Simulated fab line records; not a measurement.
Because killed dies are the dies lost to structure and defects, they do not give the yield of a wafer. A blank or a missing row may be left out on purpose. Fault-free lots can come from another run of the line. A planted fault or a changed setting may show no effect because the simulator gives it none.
Which tool is to blame? || flow n5-finfet || 10 lots with 30 wafers sampled at 5 steps, on a route of 1938 steps

## WHAT THE GAUGES READ, wafer by wafer
N5_BEOL_M0_INSPECT_127: inspects for defects (darkfield). Usual: 63 for raw-defect-count, sd 22.
{"lot": "L602", "measured": "day 6 15:13", "on": "defect-inspect-02", "raw-defect-count": "65 83 87", "flag": ""}
{"lot": "L607", "measured": "day 8 02:07", "on": "defect-inspect-02", "raw-defect-count": "62 53 52", "flag": ""}
{"lot": "L609", "measured": "day 8 09:40", "on": "defect-inspect-01", "raw-defect-count": "74 43 90", "flag": ""}
{"lot": "L610", "measured": "day 8 19:41", "on": "defect-inspect-01", "raw-defect-count": "87 65 93", "flag": ""}
{"lot": "L613", "measured": "day 9 13:26", "on": "defect-inspect-02", "raw-defect-count": "75 45 57", "flag": ""}
{"lot": "L614", "measured": "day 10 03:59", "on": "defect-inspect-02", "raw-defect-count": "67 68 85", "flag": ""}
{"lot": "L617", "measured": "day 11 05:31", "on": "defect-inspect-02", "raw-defect-count": "54 64 35", "flag": ""}
{"lot": "L619", "measured": "day 11 08:07", "on": "defect-inspect-01", "raw-defect-count": "53 69 50", "flag": ""}
{"lot": "L621", "measured": "day 11 18:22", "on": "defect-inspect-02", "raw-defect-count": "71 64 80", "flag": ""}
{"lot": "L622", "measured": "day 12 08:05", "on": "defect-inspect-02", "raw-defect-count": "63 54 40", "flag": ""}

N5_BEOL_M1_OVL_MEAS_29. Usual: for V0_OVL the level is 0.1 nm and the standard deviation is 0.87.
{"lot": "L602", "measured": "day 6 18:17", "on": "overlay-02", "V0_OVL (nm)": "-0.5 0.1 -0.2", "flag": ""}
{"lot": "L607", "measured": "day 8 08:10", "on": "overlay-01", "V0_OVL (nm)": "-0.3 0.6 -0.6", "flag": ""}
{"lot": "L609", "measured": "day 8 11:48", "on": "overlay-02", "V0_OVL (nm)": "-0.2 0.4 -0.2", "flag": ""}
{"lot": "L610", "measured": "day 8 21:30", "on": "overlay-01", "V0_OVL (nm)": "-0.2 0.0 -0.5", "flag": ""}
{"lot": "L613", "measured": "day 9 16:49", "on": "overlay-01", "V0_OVL (nm)": "-1.1 -1.1 -2.1", "flag": ""}
{"lot": "L614", "measured": "day 10 07:43", "on": "overlay-01", "V0_OVL (nm)": "-0.4 0.6 1.2", "flag": ""}
{"lot": "L617", "measured": "day 11 07:26", "on": "overlay-01", "V0_OVL (nm)": "1.5 1.8 2.0", "flag": ""}
{"lot": "L619", "measured": "day 11 12:06", "on": "overlay-02", "V0_OVL (nm)": "-0.1 -0.1 0.3", "flag": ""}
{"lot": "L621", "measured": "day 11 20:52", "on": "overlay-02", "V0_OVL (nm)": "2.3 0.9 0.9", "flag": ""}
{"lot": "L622", "measured": "day 12 11:03", "on": "overlay-02", "V0_OVL (nm)": "-0.2 -0.3 -0.1", "flag": ""}

N5_BEOL_M4_RC_MEAS_101. Usual: DIBL_N 36.6 mV/V, standard deviation 1.3; DIBL_P 36.4 mV/V, standard deviation 1.4; IOFF_N 0.167 nA/um, standard deviation 0.023; IOFF_P 0.219 nA/um, standard deviation 0.029; ION_N 678 uA/um, standard deviation 8.7; ION_P 464 uA/um, standard deviation 6.4; SS_N 71.5 mV/dec, standard deviation 0.53; SS_P 73.4 mV/dec, standard deviation 0.57; VT_N 248.5 mV, standard deviation 2.8; VT_P -249 mV, standard deviation 3.1.
{"lot": "L602", "measured": "day 9 01:15", "on": "prober-02", "DIBL_N (mV/V)": "35.6 37.3 36.9", "DIBL_P (mV/V)": "34.5 36.0 36.0", "IOFF_N (nA/um)": "0.152 0.181 0.180", "IOFF_P (nA/um)": "0.219 0.244 0.244", "ION_N (uA/um)": "676 685 679", "ION_P (uA/um)": "470 472 468", "SS_N (mV/dec)": "71.3 71.9 71.7", "SS_P (mV/dec)": "73.5 73.3 73.9", "VT_N (mV)": "247.8 246.9 249.0", "VT_P (mV)": "-246 -247 -245", "flag": ""}
{"lot": "L607", "measured": "day 11 14:48", "on": "prober-02", "DIBL_N (mV/V)": "35.0 37.0 37.8", "DIBL_P (mV/V)": "34.1 36.9 37.1", "IOFF_N (nA/um)": "0.133 0.166 0.169", "IOFF_P (nA/um)": "0.192 0.239 0.238", "ION_N (uA/um)": "666 681 669", "ION_P (uA/um)": "462 471 459", "SS_N (mV/dec)": "70.6 71.8 71.9", "SS_P (mV/dec)": "72.9 73.5 73.4", "VT_N (mV)": "252.4 247.1 250.5", "VT_P (mV)": "-249 -247 -246", "flag": ""}
{"lot": "L609", "measured": "day 12 19:20", "on": "prober-01", "DIBL_N (mV/V)": "34.9 36.6 34.6", "DIBL_P (mV/V)": "34.7 36.5 34.2", "IOFF_N (nA/um)": "0.144 0.170 0.131", "IOFF_P (nA/um)": "0.182 0.208 0.178", "ION_N (uA/um)": "674 669 665", "ION_P (uA/um)": "460 458 461", "SS_N (mV/dec)": "71.2 71.6 70.7", "SS_P (mV/dec)": "72.9 73.3 72.7", "VT_N (mV)": "250.8 247.6 249.1", "VT_P (mV)": "-253 -249 -251", "flag": ""}
{"lot": "L610", "measured": "day 11 14:51", "on": "prober-01", "DIBL_N (mV/V)": "34.9 34.1 34.5", "DIBL_P (mV/V)": "36.0 34.6 35.8", "IOFF_N (nA/um)": "0.157 0.154 0.158", "IOFF_P (nA/um)": "0.243 0.216 0.238", "ION_N (uA/um)": "675 678 681", "ION_P (uA/um)": "467 468 472", "SS_N (mV/dec)": "71.3 71.1 71.1", "SS_P (mV/dec)": "73.4 72.9 73.4", "VT_N (mV)": "252.5 248.4 249.7", "VT_P (mV)": "-242 -246 -247", "flag": ""}
{"lot": "L613", "measured": "day 13 20:31", "on": "prober-01", "DIBL_N (mV/V)": "34.8 35.6 36.5", "DIBL_P (mV/V)": "34.5 36.9 36.5", "IOFF_N (nA/um)": "0.142 0.159 0.169", "IOFF_P (nA/um)": "0.195 0.228 0.222", "ION_N (uA/um)": "661 675 670", "ION_P (uA/um)": "454 461 459", "SS_N (mV/dec)": "71.8 70.3 71.2", "SS_P (mV/dec)": "73.4 73.5 73.4", "VT_N (mV)": "250.3 249.4 247.3", "VT_P (mV)": "-251 -247 -246", "flag": ""}
{"lot": "L614", "measured": "day 13 08:50", "on": "prober-02", "DIBL_N (mV/V)": "37.3 38.8 37.2", "DIBL_P (mV/V)": "36.1 38.8 35.9", "IOFF_N (nA/um)": "0.187 0.219 0.182", "IOFF_P (nA/um)": "0.241 0.290 0.238", "ION_N (uA/um)": "675 681 669", "ION_P (uA/um)": "464 468 459", "SS_N (mV/dec)": "72.4 72.3 72.7", "SS_P (mV/dec)": "73.5 75.0 73.2", "VT_N (mV)": "248.6 245.4 246.7", "VT_P (mV)": "-245 -244 -246", "flag": ""}
{"lot": "L617", "measured": "day 14 20:09", "on": "prober-02", "DIBL_N (mV/V)": "35.9 35.2 36.6", "DIBL_P (mV/V)": "35.4 35.2 36.0", "IOFF_N (nA/um)": "0.156 0.148 0.169", "IOFF_P (nA/um)": "0.219 0.225 0.230", "ION_N (uA/um)": "675 681 681", "ION_P (uA/um)": "464 472 466", "SS_N (mV/dec)": "70.9 70.5 70.9", "SS_P (mV/dec)": "73.2 73.5 73.4", "VT_N (mV)": "246.8 249.7 246.5", "VT_P (mV)": "-250 -248 -248", "flag": ""}
{"lot": "L619", "measured": "day 14 22:31", "on": "prober-01", "DIBL_N (mV/V)": "39.3 37.9 37.2", "DIBL_P (mV/V)": "37.6 37.0 36.2", "IOFF_N (nA/um)": "0.193 0.165 0.149", "IOFF_P (nA/um)": "0.207 0.200 0.180", "ION_N (uA/um)": "689 679 672", "ION_P (uA/um)": "461 466 456", "SS_N (mV/dec)": "71.7 71.7 71.6", "SS_P (mV/dec)": "74.3 73.7 73.5", "VT_N (mV)": "245.8 249.2 252.1", "VT_P (mV)": "-252 -253 -255", "flag": ""}
{"lot": "L621", "measured": "day 15 22:28", "on": "prober-01", "DIBL_N (mV/V)": "38.3 37.2 37.2", "DIBL_P (mV/V)": "39.0 36.4 36.5", "IOFF_N (nA/um)": "0.231 0.193 0.188", "IOFF_P (nA/um)": "0.281 0.235 0.234", "ION_N (uA/um)": "704 689 690", "ION_P (uA/um)": "477 468 468", "SS_N (mV/dec)": "71.8 71.3 71.6", "SS_P (mV/dec)": "74.7 74.4 73.3", "VT_N (mV)": "242.5 245.3 245.2", "VT_P (mV)": "-245 -249 -250", "flag": ""}
{"lot": "L622", "measured": "day 15 15:25", "on": "prober-02", "DIBL_N (mV/V)": "36.2 36.1 35.8", "DIBL_P (mV/V)": "37.2 36.6 36.3", "IOFF_N (nA/um)": "0.160 0.153 0.151", "IOFF_P (nA/um)": "0.197 0.182 0.179", "ION_N (uA/um)": "679 676 679", "ION_P (uA/um)": "461 457 460", "SS_N (mV/dec)": "71.8 71.3 70.9", "SS_P (mV/dec)": "72.2 72.6 72.6", "VT_N (mV)": "248.6 251.2 250.6", "VT_P (mV)": "-252 -250 -252", "flag": ""}

## TOOL THAT RAN EACH LOT (tool first, then ch and the chambers of the sampled wafers, then the start)
{"lot": "L602", "N5_BEOL_M1_ETCH_74": "rie-diel-03 ch 1,2, day 6 17:28", "N5_BEOL_M1_COAT_67": "litho-track-05 ch 0, day 6 17:58"}
{"lot": "L607", "N5_BEOL_M1_ETCH_74": "rie-diel-06 ch 0,1,2, day 8 07:12", "N5_BEOL_M1_COAT_67": "litho-track-05 ch 0, day 8 07:43"}
{"lot": "L609", "N5_BEOL_M1_ETCH_74": "rie-diel-02 ch 0,2, day 8 11:01", "N5_BEOL_M1_COAT_67": "litho-track-05 ch 0, day 8 11:27"}
{"lot": "L610", "N5_BEOL_M1_ETCH_74": "rie-diel-06 ch 0,2,3, day 8 20:46", "N5_BEOL_M1_COAT_67": "litho-track-05 ch 0, day 8 21:11"}
{"lot": "L613", "N5_BEOL_M1_ETCH_74": "rie-diel-03 ch 0,1,3, day 9 15:59", "N5_BEOL_M1_COAT_67": "litho-track-02 ch 0, day 9 16:31"}
{"lot": "L614", "N5_BEOL_M1_ETCH_74": "rie-diel-06 ch 1,2,3, day 10 06:50", "N5_BEOL_M1_COAT_67": "litho-track-02 ch 0, day 10 07:16"}
{"lot": "L617", "N5_BEOL_M1_ETCH_74": "rie-diel-03 ch 1,2,3, day 11 06:31", "N5_BEOL_M1_COAT_67": "litho-track-02 ch 0, day 11 07:00"}
{"lot": "L619", "N5_BEOL_M1_ETCH_74": "rie-diel-03 ch 0,1,3, day 11 10:57", "N5_BEOL_M1_COAT_67": "litho-track-02 ch 0, day 11 11:31"}
{"lot": "L621", "N5_BEOL_M1_ETCH_74": "rie-diel-03 ch 2,3, day 11 19:58", "N5_BEOL_M1_COAT_67": "litho-track-02 ch 0, day 11 20:26"}
{"lot": "L622", "N5_BEOL_M1_ETCH_74": "rie-diel-06 ch 0,2,3, day 12 10:11", "N5_BEOL_M1_COAT_67": "litho-track-02 ch 0, day 12 10:37"}
- N5_BEOL_M1_ETCH_74: etches underlayer in N2/H2, target depth 6.5 nm, time 5.2 s.
- N5_BEOL_M1_COAT_67: time 60 s, resist thk 60 nm.

## AS READ BY THE TOOLS THEMSELVES (means over the sampled wafers that have a number; for cases with no such wafer, the mark the record gives instead)
N5_BEOL_M1_ETCH_74. Usual: drypump-motor-current-A 5.6 A, standard deviation 0.48; etch-rf-on-time-s 5.17 s, standard deviation 0.08; oes-product-au 0.69 a.u., standard deviation 0.086; rf-vpp-V 524.1 V, standard deviation 2.8; showerhead-plenum-p-Torr 2.55 Torr, standard deviation 0.093; throttle-valve-pct 17.83 %, standard deviation 0.26.
{"lot": "L602", "tool": "rie-diel-03", "drypump-motor-current-A (A)": 5.5, "etch-rf-on-time-s (s)": 5.26, "oes-product-au (a.u.)": 0.61, "rf-vpp-V (V)": 521.1, "showerhead-plenum-p-Torr (Torr)": 2.47, "throttle-valve-pct (%)": 18.05, "flag": ""}
{"lot": "L607", "tool": "rie-diel-06", "drypump-motor-current-A (A)": 5.8, "etch-rf-on-time-s (s)": 5.12, "oes-product-au (a.u.)": 0.69, "rf-vpp-V (V)": 523.0, "showerhead-plenum-p-Torr (Torr)": 2.52, "throttle-valve-pct (%)": 17.81, "flag": ""}
{"lot": "L609", "tool": "rie-diel-02", "drypump-motor-current-A (A)": 5.9, "etch-rf-on-time-s (s)": 5.16, "oes-product-au (a.u.)": 0.69, "rf-vpp-V (V)": 525.1, "showerhead-plenum-p-Torr (Torr)": 2.59, "throttle-valve-pct (%)": 17.79, "flag": ""}
{"lot": "L610", "tool": "rie-diel-06", "drypump-motor-current-A (A)": 5.7, "etch-rf-on-time-s (s)": 5.16, "oes-product-au (a.u.)": 0.68, "rf-vpp-V (V)": 522.0, "showerhead-plenum-p-Torr (Torr)": 2.48, "throttle-valve-pct (%)": 17.79, "flag": ""}
{"lot": "L613", "tool": "rie-diel-03", "drypump-motor-current-A (A)": 5.4, "etch-rf-on-time-s (s)": 5.19, "oes-product-au (a.u.)": 0.69, "rf-vpp-V (V)": 525.7, "showerhead-plenum-p-Torr (Torr)": 2.60, "throttle-valve-pct (%)": 17.76, "flag": ""}
{"lot": "L614", "tool": "rie-diel-06", "drypump-motor-current-A (A)": 5.8, "etch-rf-on-time-s (s)": 5.17, "oes-product-au (a.u.)": 0.61, "rf-vpp-V (V)": 523.5, "showerhead-plenum-p-Torr (Torr)": 2.52, "throttle-valve-pct (%)": 18.02, "flag": ""}
{"lot": "L617", "tool": "rie-diel-03", "drypump-motor-current-A (A)": 5.6, "etch-rf-on-time-s (s)": 5.15, "oes-product-au (a.u.)": 0.74, "rf-vpp-V (V)": 527.2, "showerhead-plenum-p-Torr (Torr)": 2.68, "throttle-valve-pct (%)": 17.82, "flag": ""}
{"lot": "L619", "tool": "rie-diel-03", "drypump-motor-current-A (A)": 5.4, "etch-rf-on-time-s (s)": 5.23, "oes-product-au (a.u.)": 0.67, "rf-vpp-V (V)": 525.3, "showerhead-plenum-p-Torr (Torr)": 2.59, "throttle-valve-pct (%)": 17.80, "flag": ""}
{"lot": "L621", "tool": "rie-diel-03", "drypump-motor-current-A (A)": 5.5, "etch-rf-on-time-s (s)": 5.20, "oes-product-au (a.u.)": 0.77, "rf-vpp-V (V)": 526.8, "showerhead-plenum-p-Torr (Torr)": 2.70, "throttle-valve-pct (%)": 17.67, "flag": ""}
{"lot": "L622", "tool": "rie-diel-06", "drypump-motor-current-A (A)": 5.7, "etch-rf-on-time-s (s)": 5.07, "oes-product-au (a.u.)": 0.67, "rf-vpp-V (V)": 521.4, "showerhead-plenum-p-Torr (Torr)": 2.47, "throttle-valve-pct (%)": 17.82, "flag": ""}

N5_BEOL_M1_COAT_67. Usual: resist-line-temp-C 23.03 C, standard deviation 0.1; spin-speed-rpm 1500.2 rpm, standard deviation 1.1.
{"lot": "L602", "tool": "litho-track-05", "resist-line-temp-C (C)": 22.86, "spin-speed-rpm (rpm)": 1500.0, "flag": ""}
{"lot": "L607", "tool": "litho-track-05", "resist-line-temp-C (C)": 23.03, "spin-speed-rpm (rpm)": 1500.6, "flag": ""}
{"lot": "L609", "tool": "litho-track-05", "resist-line-temp-C (C)": 23.06, "spin-speed-rpm (rpm)": 1458.5, "flag": "OFF"}
{"lot": "L610", "tool": "litho-track-05", "resist-line-temp-C (C)": 23.06, "spin-speed-rpm (rpm)": 1457.7, "flag": "OFF"}
{"lot": "L613", "tool": "litho-track-02", "resist-line-temp-C (C)": 23.08, "spin-speed-rpm (rpm)": 1501.9, "flag": ""}
{"lot": "L614", "tool": "litho-track-02", "resist-line-temp-C (C)": 22.93, "spin-speed-rpm (rpm)": 1499.4, "flag": ""}
{"lot": "L617", "tool": "litho-track-02", "resist-line-temp-C (C)": 23.06, "spin-speed-rpm (rpm)": 1499.3, "flag": ""}
{"lot": "L619", "tool": "litho-track-02", "resist-line-temp-C (C)": 23.01, "spin-speed-rpm (rpm)": 1500.1, "flag": ""}
{"lot": "L621", "tool": "litho-track-02", "resist-line-temp-C (C)": 22.91, "spin-speed-rpm (rpm)": 1499.8, "flag": ""}
{"lot": "L622", "tool": "litho-track-02", "resist-line-temp-C (C)": 23.00, "spin-speed-rpm (rpm)": 1500.6, "flag": ""}

## THE ANSWER, worked out from the rows above alone
Rule: lot off if the mean of its wafers having a number is beyond 3 standard deviations from the usual mean. Also off: a lot with no number at a reading for which 4 or more lots have one. Any other lot the step has rows for is counted as sound. The gauges are gone through in route order, then the tools' own readings, and for those a lot's mean is taken as printed above. The first step at which some lot is off is used, and at that step the reading that is off furthest; a lot without a number counts as furthest.
Off, at N5_BEOL_M1_COAT_67 on spin-speed-rpm: L609, L610.
If a tool, at that step or one of the process steps before it, ran each lot that is off and ran no sound lot following the first of them, it fits. One fits: N5_BEOL_M1_COAT_67 on litho-track-05. Its last sound lot is L607 (day 8 07:43), its first lot that is off L609 (day 8 11:27): a fault that began between those two fits.
On the lots that are off, the tool's own readings at N5_BEOL_M1_COAT_67 differ by more than 5 times the standard deviation of the sound lots' means, which bears it out; spin-speed-rpm reads 1458.1 rpm there versus 1500.2 rpm on the sound lots.

## WHAT THE SIMULATOR HAD INSERTED
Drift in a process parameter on litho-track-05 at N5_BEOL_M1_COAT_67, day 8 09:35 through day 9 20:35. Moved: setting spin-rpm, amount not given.
Struck lots among those shown: L609, L610. This agrees with what the rule above found.
